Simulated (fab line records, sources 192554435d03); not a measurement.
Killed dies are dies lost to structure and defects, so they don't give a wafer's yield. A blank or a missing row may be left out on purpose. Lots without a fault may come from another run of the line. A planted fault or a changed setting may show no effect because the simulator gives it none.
One fault seen from 2 desks | flow n5_finfet | each desk has only its own numbers; what lay behind them comes last

THE METROLOGY DESK
What the gauges read, lot by lot, whatever tool the lot ran on: means of the sampled wafers that have a number. A lot is out of limits, marked OUT, if its mean lies more than 4 standard deviations from the usual mean; the brackets give that distance. Of its 10 readings 7 are shown: those that lie furthest out on some lot.
Columns: A = IOFF_N at N5_BEOL_M4_RC_MEAS_101, usual 0.155 nA/um; B = IOFF_P at N5_BEOL_M4_RC_MEAS_101, usual 0.20 nA/um; C = ION_N at N5_BEOL_M4_RC_MEAS_101, usual 672 uA/um; D = SS_N at N5_BEOL_M4_RC_MEAS_101, usual 71.5 mV/dec; E = SS_P at N5_BEOL_M4_RC_MEAS_101, usual 73.2 mV/dec; F = VT_N at N5_BEOL_M4_RC_MEAS_101, usual 250.4 mV; G = VT_P at N5_BEOL_M4_RC_MEAS_101, usual -251.0 mV
lot  | first seen here | A     | B    | C   | D    | E    | F     | G
L515 | day 10 22:16    | 0.128 | 0.18 | 660 | 71.2 | 72.5 | 254.5 | -252.0
L516 | day 11 09:39    | 0.176 | 0.21 | 670 | 72.2 | 73.6 | 247.6 | -249.9
L518 | day 11 16:34    | 0.151 | 0.21 | 673 | 71.2 | 73.8 | 249.2 | -247.0
L519 | day 11 23:56    | 0.157 | 0.21 | 670 | 72.1 | 73.4 | 250.2 | -250.6
L521 | day 12 21:29    | 0.123 | 0.16 | 661 | 71.4 | 73.3 | 255.2 | -256.7
This desk's finding: nothing out of limits on any of the 5 lots.

THE TOOL OWNER'S DESK: pvd_sputter-01
The tool's own readings at N5_BEOL_M1_HM_DEP_02 (deposits TiN, target thk 20 nm): means of the sampled wafers that have a number, for each lot that ran on this tool. A lot is out of limits, marked OUT, if its mean lies more than 4 standard deviations from the usual mean; the brackets give that distance.
Columns: A = throttle_valve_pct at N5_BEOL_M1_HM_DEP_02, usual 29.5 %
lot  | first seen here | A
L515 | day 8 17:54     | 29.6
L516 | day 9 06:17     | 29.0
L519 | day 9 22:26     | 28.4
L521 | day 10 20:35    | 30.4
This desk's finding: nothing out of limits on any of the 4 lots.

PUT TOGETHER
The metrology desk saw nothing out of limits.
The tool owner's desk saw nothing out of limits.

WHAT THE SIMULATOR HAD PUT IN
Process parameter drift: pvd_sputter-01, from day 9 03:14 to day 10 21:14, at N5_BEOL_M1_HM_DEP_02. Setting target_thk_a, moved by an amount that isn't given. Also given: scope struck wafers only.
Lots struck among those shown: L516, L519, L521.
